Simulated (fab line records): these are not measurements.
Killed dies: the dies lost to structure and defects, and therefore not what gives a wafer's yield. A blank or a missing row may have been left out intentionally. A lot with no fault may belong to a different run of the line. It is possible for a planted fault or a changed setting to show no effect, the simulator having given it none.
fab line records ; flow n5_finfet
record: lots: 9; wafers: 27; last_day: 18
route steps=1938 shown BEOL_M2@914 BEOL_M3@931 BEOL_M4@1111 PASSIVATION@1936
lots untouched by any fault: they come from a run of this same line in which no faults occurred
start_h: start of the lot's first displayed wafer, in hours after the record's first day ; wait_h: hours since the lot's step before ; " same as the row above ; L1.1+2: a row that stands for several wafers ; - no value present, or no start provided ; * or withheld: withheld ; < > ~ a bound
route shown NAME@n: names a module that has steps shown in the file, with the first one's number in the route ; usual: average and standard deviation across the fault-free wafers ; same: alike in all rows ; chamber/n: place in a boat ; sites: the reading at each site ; _std_site: standard deviation of those values ; _edge_site: the outer-site mean with the inner-site mean subtracted ; radius_mm: for every site, how far away it sits from the centre of the wafer ; mask NAME#n: copy n ; behind: the tool/chamber that last shaped the wafer ; hold: the reason the lot was held/the length of the hold in hours/how it ended ; device: the n, p or np transistor that did not switch ; end of line: the same wafers' tests at the end of the route ; a step without rows: its recipe alone ; killed: dies that structure and defects cost at the first sort, which is not the same as the wafer's yield ; map: a wafer's dies, marking killed ones x, the rest . and places with no die _
set.NAME: the setting that was run; set.NAME@STEP: the one run at that earlier step ; model.NAME: the simulator's own value behind a step, which no gauge read
route steps across a sampled set of lots; one table per step, one row per wafer
services: the hour from which a tool's chamber was out of use, counted from the record's first day as start_h (under 0 if before that day), plus the number of hours and why
== steps ==
step: N5_BEOL_M2_SPUTTER_90
recipe: material: Cu; target_thk_a: 45; temp_c: -20; chamber_pressure_pa: 0.07; power_w: withheld; time_s: 8.29
usual: chuck_gas_flow_sccm: 1.26/0.051; chuck_sensor_temp_C: -16.0/0.46; throttle_valve_pct: 30.3/1
lot.wafer;tool;chamber;start_h;wait_h;chuck_gas_flow_sccm;chuck_sensor_temp_C;throttle_valve_pct
L491.3;pvd_sputter-01;-;147.11;0.1;1.35;-16.2;29.8
L491.4;pvd_sputter-01;-;147.11;0.1;1.27;-16.5;30.0
L491.5;pvd_sputter-01;-;147.11;0.1;1.26;-16.6;30.3
L492.3;pvd_sputter-01;-;148.95;0.1;1.24;-16.2;29.7
L492.4;pvd_sputter-01;-;148.95;0.1;1.20;-16.6;29.9
L492.6;pvd_sputter-01;-;148.95;0.1;1.24;-15.1;30.1
L493.3;pvd_sputter-03;-;162.53;0.1;1.30;-15.5;30.4
L493.4;pvd_sputter-03;-;162.53;0.1;1.36;-15.4;30.2
L493.6;pvd_sputter-03;-;162.53;0.1;1.27;-16.0;30.2
L497.2;pvd_sputter-02;-;194.18;0.1;1.41;-16.4;29.8
L497.4;pvd_sputter-02;-;194.18;0.1;1.15;-16.0;28.3
L497.6;pvd_sputter-02;-;194.18;0.1;1.30;-16.4;31.7
L501.2;pvd_sputter-01;-;202.93;0.1;1.22;-15.6;31.7
L501.4;pvd_sputter-01;-;202.93;0.1;1.22;-16.2;29.9
L501.5;pvd_sputter-01;-;202.93;0.1;1.24;-15.3;30.2
L504.2;pvd_sputter-01;-;264.38;0.1;1.11;-16.7;30.2
L504.5;pvd_sputter-01;-;264.38;0.1;1.20;-16.7;29.8
L504.6;pvd_sputter-01;-;264.38;0.1;1.22;-15.6;31.7
L508.3;pvd_sputter-02;-;281.08;0.1;1.30;-16.5;30.0
L508.5;pvd_sputter-02;-;281.08;0.1;1.29;-16.4;32.0
L508.6;pvd_sputter-02;-;281.08;0.1;1.23;-15.6;30.2
L511.1;pvd_sputter-02;-;284.18;0.1;1.32;-16.0;28.5
L511.3;pvd_sputter-02;-;284.18;0.1;1.30;-15.4;30.1
L511.4;pvd_sputter-02;-;284.18;0.1;1.24;-16.5;29.8
L513.1;pvd_sputter-03;-;297.54;0.1;1.37;-15.3;30.0
L513.5;pvd_sputter-03;-;297.54;0.1;1.33;-15.9;31.2
L513.6;pvd_sputter-03;-;297.54;0.1;1.28;-15.5;30.3
step: N5_BEOL_M2_ANNEAL_51
recipe: temp_c: 225; time_s: 90; ambient: N2
usual: anneal_temp_c: 224.99/0.19; wafer_temp_C_max: 225.94/0.23
lot.wafer;tool;chamber;start_h;wait_h;anneal_temp_c;wafer_temp_C_max
L491.3;rtp_anneal-02;0;148.05;0.1;224.94;226.03
L491.4;rtp_anneal-02;0;148.05;0.1;224.97;225.71
L491.5;rtp_anneal-02;0;148.05;0.1;224.76;225.76
L492.3;rtp_anneal-02;0;149.89;0.1;224.87;226.48
L492.4;rtp_anneal-02;0;149.89;0.1;224.82;226.06
L492.6;rtp_anneal-02;0;149.89;0.1;224.76;226.01
L493.3;rtp_anneal-02;0;163.48;0.1;225.02;225.62
L493.4;rtp_anneal-02;0;163.48;0.1;225.03;225.51
L493.6;rtp_anneal-02;0;163.48;0.1;225.04;226.10
L497.2;rtp_anneal-01;0;195.08;0.1;224.93;225.99
L497.4;rtp_anneal-01;0;195.08;0.1;224.92;225.69
L497.6;rtp_anneal-01;0;195.08;0.1;224.90;225.95
L501.2;rtp_anneal-01;0;203.83;0.1;225.03;225.99
L501.4;rtp_anneal-01;0;203.83;0.1;224.93;226.00
L501.5;rtp_anneal-01;0;203.83;0.1;225.15;225.98
L504.2;rtp_anneal-01;0;265.28;0.1;225.40;225.81
L504.5;rtp_anneal-01;0;265.28;0.1;225.00;225.99
L504.6;rtp_anneal-01;0;265.28;0.1;225.17;226.26
L508.3;rtp_anneal-01;0;282.04;0.1;225.12;225.47
L508.5;rtp_anneal-01;0;282.04;0.1;225.15;225.87
L508.6;rtp_anneal-01;0;282.04;0.1;225.05;225.90
L511.1;rtp_anneal-02;0;285.13;0.1;224.72;225.95
L511.3;rtp_anneal-02;0;285.13;0.1;224.69;226.24
L511.4;rtp_anneal-02;0;285.13;0.1;224.82;225.91
L513.1;rtp_anneal-02;0;298.40;0.1;225.24;225.99
L513.5;rtp_anneal-02;0;298.40;0.1;224.76;226.01
L513.6;rtp_anneal-02;0;298.40;0.1;224.99;226.49
step: N5_BEOL_M2_RS_MEAS_58
recipe: thk_meas_gauge: four-point-probe; reads: Co_of_BEOL_M2_CO_CAP_55+Cu_of_BEOL_M2_ECD_50+Co_of_BEOL_M2_CVD_47+TaN_of_BEOL_M2_ALD_84
usual: M2_RS: 0.666/0.028
lot.wafer;tool;chamber;start_h;wait_h;M2_RS[ohm/sq]
L491.3;film_metro-01;-;148.88;0.1;0.683
L491.4;film_metro-01;-;148.88;0.1;0.651
L491.5;film_metro-01;-;148.88;0.1;0.699
L492.3;film_metro-02;-;150.67;0.1;0.643
L492.4;film_metro-02;-;150.67;0.1;0.658
L492.6;film_metro-02;-;150.67;0.1;0.698
L493.3;film_metro-01;-;164.24;0.1;0.686
L493.4;film_metro-01;-;164.24;0.1;0.658
L493.6;film_metro-01;-;164.24;0.1;0.655
L497.2;film_metro-02;-;195.89;0.1;0.605
L497.4;film_metro-02;-;195.89;0.1;0.630
L497.6;film_metro-02;-;195.89;0.1;0.605
L501.2;film_metro-02;-;204.64;0.1;0.675
L501.4;film_metro-02;-;204.64;0.1;0.639
L501.5;film_metro-02;-;204.64;0.1;0.645
L504.2;film_metro-01;-;266.09;0.1;0.699
L504.5;film_metro-01;-;266.09;0.1;0.656
L504.6;film_metro-01;-;266.09;0.1;0.695
L508.3;film_metro-01;-;282.82;0.1;0.656
L508.5;film_metro-01;-;282.82;0.1;0.657
L508.6;film_metro-01;-;282.82;0.1;0.668
L511.1;film_metro-02;-;285.98;0.0;0.683
L511.3;film_metro-02;-;285.98;0.0;0.644
L511.4;film_metro-02;-;285.98;0.0;0.596
L513.1;film_metro-01;-;299.25;0.0;0.652
L513.5;film_metro-01;-;299.25;0.0;0.650
L513.6;film_metro-01;-;299.25;0.0;0.672
step: N5_BEOL_M3_ILD_DEP_00
recipe: material: SiOC; target_thk_a: 790; temp_c: 350; precursor: DEMS/O2; pressure_torr: 5; rf_w: 500; time_s: 15.3
usual: heater_power_outer_w: 265/45; heater_power_w: 489/81; rf_fwd_power_W: 494.8/2.1; showerhead_plenum_p_Torr: 5.697/0.019; throttle_valve_pct: 11.8/0.47
lot.wafer;tool;chamber;start_h;wait_h;heater_power_outer_w;heater_power_w;rf_fwd_power_W;showerhead_plenum_p_Torr;throttle_valve_pct
L491.3;pecvd-03;1;148.94;0.0;250;470;494.4;5.685;12.6
L491.4;pecvd-03;1;148.94;0.0;253;468;495.1;5.703;12.7
L491.5;pecvd-03;0;148.94;0.0;292;531;494.9;5.747;11.8
L492.3;pecvd-03;2;150.73;0.0;254;472;493.7;5.676;11.5
L492.4;pecvd-03;0;150.73;0.0;281;503;498.6;5.715;11.9
L492.6;pecvd-03;2;150.73;0.0;255;482;493.9;5.660;11.2
L493.3;pecvd-02;1;164.30;0.0;354;670;501.5;5.696;12.1
L493.4;pecvd-02;0;164.30;0.0;242;409;492.8;5.695;11.3
L493.6;pecvd-02;1;164.30;0.0;350;683;499.3;5.701;12.1
L497.2;pecvd-03;1;195.95;0.0;323;570;496.3;5.707;12.4
L497.4;pecvd-03;1;195.95;0.0;322;565;498.3;5.700;12.6
L497.6;pecvd-03;2;195.95;0.0;225;424;491.3;5.676;11.6
L501.2;pecvd-03;0;204.70;0.0;271;515;497.0;5.722;12.0
L501.4;pecvd-03;2;204.70;0.0;221;428;494.5;5.674;11.6
L501.5;pecvd-03;0;204.70;0.0;268;497;493.6;5.732;11.8
L504.2;pecvd-03;0;266.15;0.0;296;553;496.1;5.721;11.8
L504.5;pecvd-03;2;266.15;0.0;301;518;491.9;5.667;11.5
L504.6;pecvd-03;0;266.15;0.0;304;552;497.2;5.711;11.7
L508.3;pecvd-03;0;282.88;0.0;343;573;496.1;5.742;11.9
L508.5;pecvd-03;2;282.88;0.0;272;503;492.6;5.683;11.4
L508.6;pecvd-03;0;282.88;0.0;346;606;494.6;5.717;11.6
L511.1;pecvd-02;0;286.04;0.0;242;421;494.1;5.680;10.9
L511.3;pecvd-02;1;286.04;0.0;280;562;496.4;5.713;12.0
L511.4;pecvd-02;1;286.04;0.0;280;580;498.0;5.726;12.1
L513.1;pecvd-02;2;299.31;0.0;231;456;498.0;5.659;12.0
L513.5;pecvd-02;1;299.31;0.0;333;660;496.2;5.707;12.4
L513.6;pecvd-02;2;299.31;0.0;245;483;494.6;5.682;12.0
step: N5_BEOL_M3_THK_MEAS_01
recipe: reads: SiOC_of_BEOL_M3_ILD_DEP_00
usual: M3_ILD_THK: 79.2/1.1
lot.wafer;tool;chamber;start_h;wait_h;M3_ILD_THK[nm]
L491.3;film_metro-02;-;149.01;0.1;79.7
L491.4;film_metro-02;-;149.01;0.1;81.6
L491.5;film_metro-02;-;149.01;0.1;80.5
L492.3;film_metro-01;-;150.80;0.1;78.3
L492.4;film_metro-01;-;150.80;0.1;79.8
L492.6;film_metro-01;-;150.80;0.1;79.2
L493.3;film_metro-01;-;164.37;0.1;79.3
L493.4;film_metro-01;-;164.37;0.1;78.4
L493.6;film_metro-01;-;164.37;0.1;80.1
L497.2;film_metro-02;-;196.02;0.1;105.3
L497.4;film_metro-02;-;196.02;0.1;106.5
L497.6;film_metro-02;-;196.02;0.1;80.2
L501.2;film_metro-02;-;204.77;0.1;104.2
L501.4;film_metro-02;-;204.77;0.1;106.2
L501.5;film_metro-02;-;204.77;0.1;81.0
L504.2;film_metro-02;-;266.23;0.1;78.6
L504.5;film_metro-02;-;266.23;0.1;79.5
L504.6;film_metro-02;-;266.23;0.1;80.4
L508.3;film_metro-02;-;282.95;0.1;78.1
L508.5;film_metro-02;-;282.95;0.1;79.1
L508.6;film_metro-02;-;282.95;0.1;79.6
L511.1;film_metro-02;-;286.11;0.0;76.2
L511.3;film_metro-02;-;286.11;0.0;78.9
L511.4;film_metro-02;-;286.11;0.0;79.6
L513.1;film_metro-01;-;299.40;0.1;76.3
L513.5;film_metro-01;-;299.40;0.1;79.1
L513.6;film_metro-01;-;299.40;0.1;77.8
step: N5_BEOL_M4_RC_MEAS_101
usual: CHAIN_V2: 236/9; CHAIN_V2_max_site: 245/9.3; DIBL_N: 36.3/2; DIBL_P: 36.3/2.4; IOFF_N: 0.16/0.034; IOFF_P: 0.21/0.035; ION_N: 672/12; ION_P: 459/6.5; SS_N: 71.6/0.67; SS_P: 73.3/0.71; VT_N: 250/3.5; VT_P: -251/3
lot.wafer;tool;chamber;start_h;wait_h;CHAIN_V2[ohm/link];CHAIN_V2_max_site[ohm/link];DIBL_N[mV/V];DIBL_P[mV/V];IOFF_N[nA/um];IOFF_P[nA/um];ION_N[uA/um];ION_P[uA/um];SS_N[mV/dec];SS_P[mV/dec];VT_N[mV];VT_P[mV]
L491.3;prober-01;0;171.06;0.3;223;234;35.5;35.7;0.15;0.20;662;458;71.6;73.3;250;-251
L491.4;prober-01;0;171.06;0.3;213;223;35.7;35.9;0.15;0.21;661;459;71.4;72.8;254;-251
L491.5;prober-01;0;171.06;0.3;234;237;34.9;34.7;0.13;0.19;655;450;71.9;72.6;251;-251
L492.3;prober-02;0;175.68;0.3;237;251;32.6;31.7;0.10;0.15;651;456;70.0;72.0;259;-256
L492.4;prober-02;0;175.68;0.3;234;246;32.3;31.6;0.10;0.15;653;453;69.8;71.8;256;-253
L492.6;prober-02;0;175.68;0.3;240;254;32.3;31.5;0.10;0.15;664;456;70.1;72.1;257;-254
L493.3;prober-02;0;184.97;0.3;250;256;35.0;34.4;0.14;0.18;666;453;71.1;73.2;249;-254
L493.4;prober-02;0;184.97;0.3;251;257;33.2;31.5;0.10;0.13;647;440;70.8;72.8;256;-256
L493.6;prober-02;0;184.97;0.3;239;245;33.3;32.3;0.11;0.15;650;452;70.9;72.7;256;-253
L497.2;prober-02;0;219.97;0.2;-;-;31.6;31.6;0.11;0.16;650;451;71.4;72.7;258;-253
L497.4;prober-02;0;219.97;0.2;-;-;33.2;33.4;0.13;0.18;660;457;70.7;72.2;252;-251
L497.6;prober-02;0;219.97;0.2;243;247;33.5;34.0;0.14;0.20;668;458;71.6;73.1;251;-248
L501.2;prober-01;0;255.75;0.2;-;-;36.1;37.2;0.15;0.21;664;455;71.5;73.3;249;-251
L501.4;prober-01;0;255.75;0.2;-;-;35.3;36.9;0.16;0.21;692;476;71.4;73.0;247;-251
L501.5;prober-01;0;255.75;0.2;236;244;37.2;38.8;0.19;0.23;683;462;72.4;73.6;246;-249
L504.2;prober-01;0;288.35;0.2;244;249;40.2;39.4;0.22;0.27;683;469;72.0;74.3;245;-246
L504.5;prober-01;0;288.35;0.2;241;251;37.9;37.2;0.17;0.22;667;463;71.9;74.1;249;-249
L504.6;prober-01;0;288.35;0.2;245;261;37.9;36.3;0.16;0.21;667;457;71.3;74.1;251;-251
L511.1;prober-01;0;317.86;0.0;222;238;37.9;38.8;0.20;0.25;699;473;72.3;74.4;245;-248
L511.3;prober-01;0;317.86;0.0;221;225;37.1;37.0;0.18;0.22;679;463;71.9;73.8;246;-249
L511.4;prober-01;0;317.86;0.0;226;234;40.2;40.1;0.24;0.28;693;469;72.8;74.6;243;-250
L508.3;prober-02;0;319.02;0.3;241;249;37.0;38.8;0.20;0.25;682;462;71.8;74.3;247;-248
L508.5;prober-02;0;319.02;0.3;238;247;34.8;34.8;0.15;0.19;666;454;71.2;74.1;249;-252
L508.6;prober-02;0;319.02;0.3;230;234;38.7;38.5;0.24;0.24;676;458;72.4;74.0;244;-249
L513.1;prober-01;0;326.38;0.0;243;249;36.8;37.1;0.19;0.22;680;459;71.8;73.0;248;-249
L513.5;prober-01;0;326.38;0.0;230;235;37.2;37.9;0.20;0.24;679;459;72.0;73.4;246;-248
L513.6;prober-01;0;326.38;0.0;233;240;36.1;36.1;0.18;0.21;684;462;72.0;72.6;245;-251
sites CHAIN_V2 radius_mm=0,75,75,75,75,140,140,140,140
L491.3 234 228 223 233 226 217 214 208 217
L492.3 237 243 244 251 240 229 231 229 226
L493.3 249 245 256 254 251 243 242 250 250
L504.2 238 245 244 249 244 236 243 245 245
L511.1 238 230 233 222 234 212 205 211 205
L508.3 249 241 246 245 241 232 239 236 235
L513.1 236 242 242 247 243 249 248 247 243
step: N5_PASSIVATION_PROBE_49
usual: defect_limited_yield: 91.4/1.5; killed_at_M0_to_M3: 33/11; killed_at_M4_up: 14/5.3; killed_at_contacts: 13/6.2; killed_at_front_end: 39/13; killed_at_other: 3.1/2.8; killed_dies: 102/17; killed_open: 68/13; killed_short: 32/7.8; sort_bin_5_function: 5.1/0.95; sort_bin_6_memory: 3.2/0.7; sort_bin_8_speed: 0.02/0.16; sort_n_pass: 1078/18; sort_yield_pct: 91.3/1.5
same: gross_dies: 1180; killed_at_back_side: 0; sort_bin_4_leakage[%]: 0
lot.wafer;tool;chamber;start_h;wait_h;defect_limited_yield[%];killed_at_M0_to_M3;killed_at_M4_up;killed_at_contacts;killed_at_front_end;killed_at_other;killed_dies;killed_open;killed_short;sort_bin_5_function[%];sort_bin_6_memory[%];sort_bin_8_speed[%];sort_n_pass;sort_yield_pct[%]
L497.2;prober-01;-;319.40;0.1;55.2;464;14;7;43;1;529;58;27;41.2;3.6;0;651;55.2
L497.4;prober-01;-;319.50;0.2;55.2;461;11;17;39;1;529;69;28;41.8;2.6;0;651;55.2
L497.6;prober-01;-;319.60;0.3;92.5;34;16;9;28;1;88;55;33;3.9;3.2;0;1092;92.5
L501.2;prober-02;-;359.19;0.1;53.6;469;12;19;41;7;548;74;34;42.3;4.0;0;632;53.6
L501.4;prober-02;-;359.29;0.2;55.4;443;13;18;49;3;526;65;31;41.9;2.2;0;654;55.4
L501.5;prober-02;-;359.34;0.2;92.5;17;13;23;36;0;89;67;21;4.4;3.0;0;1091;92.5
killed by level:class
L497.2 BEOL_M3:area_dep=444 FIN_SAQP:geometric_particle:open=12 FIN_SAQP:geometric_particle:short=10 BEOL_M4:geometric_particle:open=9 STI_FIN_REVEAL:geometric_particle:open=6 BEOL_M1:geometric_particle:open=6 MOL_CONTACT_COAG:geometric_particle:open=5 STARTING-WAFER:geometric_particle:open=5
L497.4 BEOL_M3:area_dep=432 FIN_SAQP:geometric_particle:open=15 MOL_CONTACT_COAG:geometric_particle:open=14 STI_FIN_REVEAL:geometric_particle:open=8 BEOL_M4:geometric_particle:open=8 FIN_SAQP:geometric_particle:short=6 BEOL_M0_SAQP:geometric_particle:open=6 BEOL_M0_SAQP:geometric_particle:short=6
L497.6 BEOL_M0_SAQP:geometric_particle:short=14 BEOL_M0_SAQP:geometric_particle:open=10 STI_FIN_REVEAL:geometric_particle:open=8 MOL_CONTACT_COAG:geometric_particle:open=7 FIN_SAQP:geometric_particle:open=4 BEOL_M1:geometric_particle:open=4 BEOL_M2:geometric_particle:open=4 FIN_SAQP:geometric_particle:short=3
L501.2 BEOL_M3:area_dep=439 MOL_CONTACT_COAG:geometric_particle:open=14 BEOL_M2:geometric_particle:open=9 STI_FIN_REVEAL:geometric_particle:open=8 BEOL_M0_SAQP:geometric_particle:short=6 BEOL_M0:geometric_particle:open=6 FIN_SAQP:geometric_particle:short=5 MOL_CONTACT_COAG:geometric_particle:short=5
L501.4 BEOL_M3:area_dep=427 MOL_CONTACT_COAG:geometric_particle:open=16 STI_FIN_REVEAL:geometric_particle:open=12 FIN_SAQP:geometric_particle:short=9 BEOL_M3:geometric_particle:open=5 DUMMY_GATE:geometric_particle:open=4 BEOL_M4:geometric_particle:open=4 FIN_SAQP:geometric_particle:open=3
L501.5 MOL_CONTACT_COAG:geometric_particle:open=18 FIN_SAQP:geometric_particle:open=9 BEOL_M3:geometric_particle:open=7 STI_FIN_REVEAL:geometric_particle:open=6 MOL_CONTACT_COAG:geometric_particle:short=5 DUMMY_GATE:geometric_particle:open=4 BEOL_M2:geometric_particle:open=4 GATE_CUT:geometric_particle:open=3
== services ==
tool;chamber;start_h;hours;kind
pecvd-03;1;125.33;9.7;repair
pecvd-03;2;134.90;2.1;scheduled_down
pvd_sputter-02;-;197.53;7.5;repair
pecvd-03;0;222.15;4.3;repair
pecvd-03;-;250.63;0.8;pm
pecvd-02;-;282.92;1.1;repair
pecvd-02;0;299.03;5.5;scheduled_down
== key ==
first_sign: step: N5_BEOL_M3_THK_MEAS_01; reading: M3_ILD_THK; direction: up; sigmas: 23; usual: 79.2; struck: 105.5
effect: step: N5_BEOL_M4_RC_MEAS_101; reading: CHAIN_V2; direction: missing
effect: step: N5_BEOL_M4_RC_MEAS_101; reading: CHAIN_V2_max_site; direction: missing
effect: step: N5_PASSIVATION_PROBE_49; reading: killed_at_M0_to_M3; direction: up; sigmas: 39; usual: 33; struck: 459
more_kills_born_at: N5_BEOL_M3_ILD_DEP_00@pecvd-03: 1742
met_at N5_BEOL_M3_ILD_DEP_00
struck_lots L497,L501
struck_wafers L497.2,L497.4,L501.2,L501.4
not_acting_at N5_BEOL_M2_SPUTTER_90,N5_BEOL_M2_ANNEAL_51,N5_BEOL_M2_RS_MEAS_58
onset_between 150.73 195.95
fault: kind: process_parameter_drift; tool: pecvd-03; chamber: -; onset_h: 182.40; steps: N5_BEOL_M3_ILD_DEP_00; channel: time_s; offset: *; shape: step; end_h: 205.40; scope: struck_wafers_only; acts_in: *; stated: *
